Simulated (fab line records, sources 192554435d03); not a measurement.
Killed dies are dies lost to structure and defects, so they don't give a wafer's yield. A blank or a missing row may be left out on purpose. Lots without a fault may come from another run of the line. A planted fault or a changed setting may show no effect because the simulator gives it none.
Which tool did it? | flow n5_finfet | 24 lots, 72 wafers sampled, at 3 steps of a route of 1938

WHAT THE GAUGES READ, wafer by wafer
N5_BEOL_M2_CD_MEAS_18: pitch 36 nm, target cd 18 nm. Usual: cd_nm 18.1 nm, standard deviation 0.31.
lot  | measured     | on        | cd_nm (nm)     | flag
L074 | day 6 12:39  | cd_sem-01 | 17.9 17.3 17.3 |
L075 | day 6 19:55  | cd_sem-03 | 17.8 18.1 17.5 |
L076 | day 7 03:47  | cd_sem-01 | 17.8 18.2 18.7 |
L077 | day 7 06:57  | cd_sem-02 | 18.2 17.7 17.2 |
L078 | day 7 13:26  | cd_sem-02 | 17.3 17.7 18.1 |
L079 | day 8 15:04  | cd_sem-01 | 17.7 18.0 18.2 |
L081 | day 8 22:41  | cd_sem-02 | 18.5 17.8 17.5 |
L082 | day 9 00:51  | cd_sem-02 | 18.1 17.8 17.9 |
L080 | day 9 01:43  | cd_sem-01 | 18.6 18.1 18.0 |
L085 | day 9 06:52  | cd_sem-02 | 17.8 18.0 17.9 |
L083 | day 9 07:50  | cd_sem-01 | 18.3 18.1 18.0 |
L084 | day 9 15:17  | cd_sem-01 | 17.9 18.5 18.1 |
L086 | day 9 18:14  | cd_sem-02 | 18.2 17.9 17.7 |
L087 | day 9 18:34  | cd_sem-03 | 18.1 17.8 18.2 |
L088 | day 10 02:23 | cd_sem-03 | 18.4 18.1 18.3 |
L089 | day 10 11:17 | cd_sem-01 | 18.4 18.4 17.9 |
L090 | day 10 22:53 | cd_sem-02 | 18.2 17.7 18.1 |
L092 | day 11 02:21 | cd_sem-01 | 17.9 18.1 18.1 |
L091 | day 11 06:38 | cd_sem-02 | 18.1 18.5 17.9 |
L093 | day 11 09:54 | cd_sem-03 | 18.7 18.1 18.5 |
L094 | day 12 00:07 | cd_sem-03 | 18.4 18.7 18.3 |
L095 | day 12 07:42 | cd_sem-02 | 17.8 18.2 17.9 |
L097 | day 12 12:03 | cd_sem-03 | 18.1 17.8 18.1 |
L096 | day 12 15:51 | cd_sem-01 | 18.5 18.1 18.3 |

WHICH TOOL RAN EACH LOT (tool, then ch and the chambers of the sampled wafers, then the start)
lot  | N5_BEOL_M2_DESCUM_16               | N5_BEOL_M2_HM_OPEN_17
L074 | rie_diel-02 ch 0,1,3, day 6 12:07  | rie_metal-02 ch 0,1, day 6 12:24
L075 | rie_diel-02 ch 2,3, day 6 19:27    | rie_metal-02 ch 0,1, day 6 19:42
L076 | rie_diel-02 ch 0,2, day 7 03:20    | rie_metal-01 ch 0, day 7 03:36
L077 | rie_diel-02 ch 2,3, day 7 06:31    | rie_metal-02 ch 0,1, day 7 06:46
L078 | rie_diel-03 ch 1,2, day 7 12:50    | rie_metal-01 ch 0,1, day 7 13:05
L079 | rie_diel-06 ch 2,3, day 8 14:38    | rie_metal-01 ch 0,1, day 8 14:55
L081 | rie_diel-03 ch 2,3, day 8 22:14    | rie_metal-03 ch 0,1, day 8 22:29
L082 | rie_diel-06 ch 0,2,3, day 9 00:25  | rie_metal-02 ch 0,1, day 9 00:40
L080 | rie_diel-03 ch 1,2,3, day 9 01:17  | rie_metal-01 ch 0,1, day 9 01:32
L085 | rie_diel-03 ch 0,2, day 9 06:26    | rie_metal-03 ch 0,1, day 9 06:41
L083 | rie_diel-03 ch 0,1,3, day 9 07:20  | rie_metal-02 ch 0,1, day 9 07:35
L084 | rie_diel-06 ch 0,2, day 9 14:38    | rie_metal-02 ch 0,1, day 9 14:54
L086 | rie_diel-02 ch 0,1,2, day 9 17:49  | rie_metal-03 ch 0,1, day 9 18:05
L087 | rie_diel-02 ch 0,1,2, day 9 18:08  | rie_metal-03 ch 0,1, day 9 18:25
L088 | rie_diel-06 ch 1,2,3, day 10 01:58 | rie_metal-01 ch 0,1, day 10 02:13
L089 | rie_diel-03 ch 0,3, day 10 10:52   | rie_metal-01 ch 0,1, day 10 11:07
L090 | rie_diel-03 ch 0,1,2, day 10 22:27 | rie_metal-02 ch 0,1, day 10 22:44
L092 | rie_diel-06 ch 0,1,2, day 11 01:55 | rie_metal-01 ch 0,1, day 11 02:10
L091 | rie_diel-02 ch 0,2,3, day 11 06:13 | rie_metal-02 ch 0,1, day 11 06:28
L093 | rie_diel-02 ch 0,1,2, day 11 09:26 | rie_metal-02 ch 0,1, day 11 09:41
L094 | rie_diel-03 ch 0,1, day 11 23:40   | rie_metal-03 ch 0,1, day 11 23:56
L095 | rie_diel-03 ch 0,1,2, day 12 07:14 | rie_metal-01 ch 0,1, day 12 07:29
L097 | rie_diel-06 ch 1,2, day 12 11:37   | rie_metal-02 ch 0,1, day 12 11:52
L096 | rie_diel-02 ch 0,1,3, day 12 15:24 | rie_metal-01 ch 0,1, day 12 15:40
- N5_BEOL_M2_DESCUM_16: chemistry O2, time 7 s.
- N5_BEOL_M2_HM_OPEN_17: chemistry Cl2/BCl3, target TiN, target depth 20 nm, overetch 6 nm.

WHAT THE TOOLS THEMSELVES READ (means of the sampled wafers that have a number; where no wafer has one, the mark that the record gives instead)
N5_BEOL_M2_DESCUM_16. Usual: drypump_motor_current_A 5.6 A, standard deviation 0.46; oes_product_au 0.81 a.u., standard deviation 0.061; rf_vpp_V 243.2 V, standard deviation 1.3; showerhead_plenum_p_Torr 2.10 Torr, standard deviation 0.066; throttle_valve_pct 20.37 %, standard deviation 0.24.
lot  | tool        | drypump_motor_current_A (A) | oes_product_au (a.u.) | rf_vpp_V (V) | showerhead_plenum_p_Torr (Torr) | throttle_valve_pct (%) | flag
L074 | rie_diel-02 | 5.3                         | 0.80                  | 242.8        | 2.11                            | 20.45                  |
L075 | rie_diel-02 | 5.2                         | 0.88                  | 242.7        | 2.10                            | 20.58                  |
L076 | rie_diel-02 | 5.3                         | 0.80                  | 242.8        | 2.07                            | 20.50                  |
L077 | rie_diel-02 | 5.2                         | 0.88                  | 242.6        | 2.10                            | 20.59                  |
L078 | rie_diel-03 | 5.8                         | 0.89                  | 244.4        | 2.14                            | 20.07                  |
L079 | rie_diel-06 | 6.2                         | 0.79                  | 243.1        | 2.08                            | 20.53                  |
L081 | rie_diel-03 | 5.7                         | 0.84                  | 244.0        | 2.12                            | 20.06                  |
L082 | rie_diel-06 | 6.1                         | 0.82                  | 242.3        | 2.05                            | 20.46                  |
L080 | rie_diel-03 | 5.9                         | 0.84                  | 242.8        | 2.12                            | 20.12                  |
L085 | rie_diel-03 | 5.5                         | 0.84                  | 244.7        | 2.18                            | 19.98                  |
L083 | rie_diel-03 | 5.8                         | 0.82                  | 244.3        | 2.15                            | 20.11                  |
L084 | rie_diel-06 | 5.7                         | 0.82                  | 242.1        | 2.02                            | 20.38                  |
L086 | rie_diel-02 | 5.2                         | 0.81                  | 242.8        | 2.05                            | 20.49                  |
L087 | rie_diel-02 | 5.2                         | 0.82                  | 242.6        | 2.05                            | 20.50                  |
L088 | rie_diel-06 | 5.6                         | 0.76                  | 242.7        | 2.05                            | 20.58                  |
L089 | rie_diel-03 | 5.8                         | 0.77                  | 244.7        | 2.12                            | 20.10                  |
L090 | rie_diel-03 | 5.7                         | 0.84                  | 243.8        | 2.16                            | 20.10                  |
L092 | rie_diel-06 | 5.5                         | 0.78                  | 241.5        | 2.02                            | 20.52                  |
L091 | rie_diel-02 | 5.3                         | 0.77                  | 242.9        | 2.10                            | 20.60                  |
L093 | rie_diel-02 | 5.2                         | 0.80                  | 243.1        | 2.05                            | 20.52                  |
L094 | rie_diel-03 | 5.7                         | 0.82                  | 243.8        | 2.18                            | 20.08                  |
L095 | rie_diel-03 | 5.7                         | 0.83                  | 244.4        | 2.15                            | 20.09                  |
L097 | rie_diel-06 | 5.0                         | 0.73                  | 242.6        | 2.01                            | 20.64                  |
L096 | rie_diel-02 | 5.3                         | 0.75                  | 242.9        | 2.09                            | 20.52                  |

N5_BEOL_M2_HM_OPEN_17. Usual: bias_w 126.0 W, standard deviation 0.37; drypump_motor_current_A 5.8 A, standard deviation 0.45; mfc_cl2_sccm 53.26 sccm, standard deviation 0.17; oes_product_au 0.67 a.u., standard deviation 0.087; throttle_valve_pct 22.17 %, standard deviation 0.16.
lot  | tool         | bias_w (W) | drypump_motor_current_A (A) | mfc_cl2_sccm (sccm) | oes_product_au (a.u.) | throttle_valve_pct (%) | flag
L074 | rie_metal-02 | 126.4      | 5.9                         | 53.15               | 0.69                  | 22.19                  |
L075 | rie_metal-02 | 126.0      | 5.9                         | 53.34               | 0.69                  | 22.19                  |
L076 | rie_metal-01 | 126.7      | 6.1                         | 53.32               | 0.80                  | 22.03                  |
L077 | rie_metal-02 | 125.7      | 5.9                         | 53.36               | 0.68                  | 22.20                  |
L078 | rie_metal-01 | 125.9      | 5.9                         | 53.06               | 0.62                  | 22.28                  |
L079 | rie_metal-01 | 125.8      | 5.9                         | 53.24               | 0.63                  | 22.27                  |
L081 | rie_metal-03 | 125.8      | 5.5                         | 53.36               | 0.61                  | 21.96                  |
L082 | rie_metal-02 | 125.5      | 5.8                         | 53.20               | 0.72                  | 22.18                  |
L080 | rie_metal-01 | 126.2      | 6.1                         | 53.19               | 0.69                  | 22.17                  |
L085 | rie_metal-03 | 126.0      | 5.5                         | 53.41               | 0.61                  | 21.96                  |
L083 | rie_metal-02 | 125.7      | 5.8                         | 53.35               | 0.71                  | 22.18                  |
L084 | rie_metal-02 | 126.5      | 5.8                         | 53.10               | 0.71                  | 22.18                  |
L086 | rie_metal-03 | 125.6      | 5.0                         | 53.25               | 0.65                  | 22.11                  |
L087 | rie_metal-03 | 126.0      | 5.5                         | 53.26               | 0.61                  | 21.98                  |
L088 | rie_metal-01 | 126.0      | 5.9                         | 53.22               | 0.61                  | 22.29                  |
L089 | rie_metal-01 | 125.7      | 5.9                         | 53.17               | 0.62                  | 22.27                  |
L090 | rie_metal-02 | 125.9      | 5.9                         | 53.22               | 0.66                  | 22.21                  |
L092 | rie_metal-01 | 126.1      | 6.1                         | 53.35               | 0.69                  | 22.16                  |
L091 | rie_metal-02 | 125.7      | 5.8                         | 53.02               | 0.70                  | 22.19                  |
L093 | rie_metal-02 | 126.0      | 5.9                         | 53.23               | 0.66                  | 22.22                  |
L094 | rie_metal-03 | 125.9      | 5.5                         | 53.28               | 0.61                  | 21.96                  |
L095 | rie_metal-01 | 126.0      | 5.9                         | 53.20               | 0.62                  | 22.27                  |
L097 | rie_metal-02 | 126.4      | 5.9                         | 53.17               | 0.66                  | 22.19                  |
L096 | rie_metal-01 | 126.1      | 5.9                         | 53.19               | 0.61                  | 22.29                  |

THE ANSWER, worked out from the rows above alone
Rule: a lot is off if the mean of its wafers that have a number lies more than 3 standard deviations from the usual mean. A lot without any number at a reading at which 4 lots or more have one is off too. The other lots that the step has rows for count as sound. The gauges are gone through in route order, then the tools' own readings, and for those a lot's mean is taken as printed above. The first step at which some lot is off is used, and at that step the reading that is off furthest; a lot without a number counts as furthest.
No lot is off at any reading shown: from this, nothing can be told.

WHAT THE SIMULATOR HAD PUT IN
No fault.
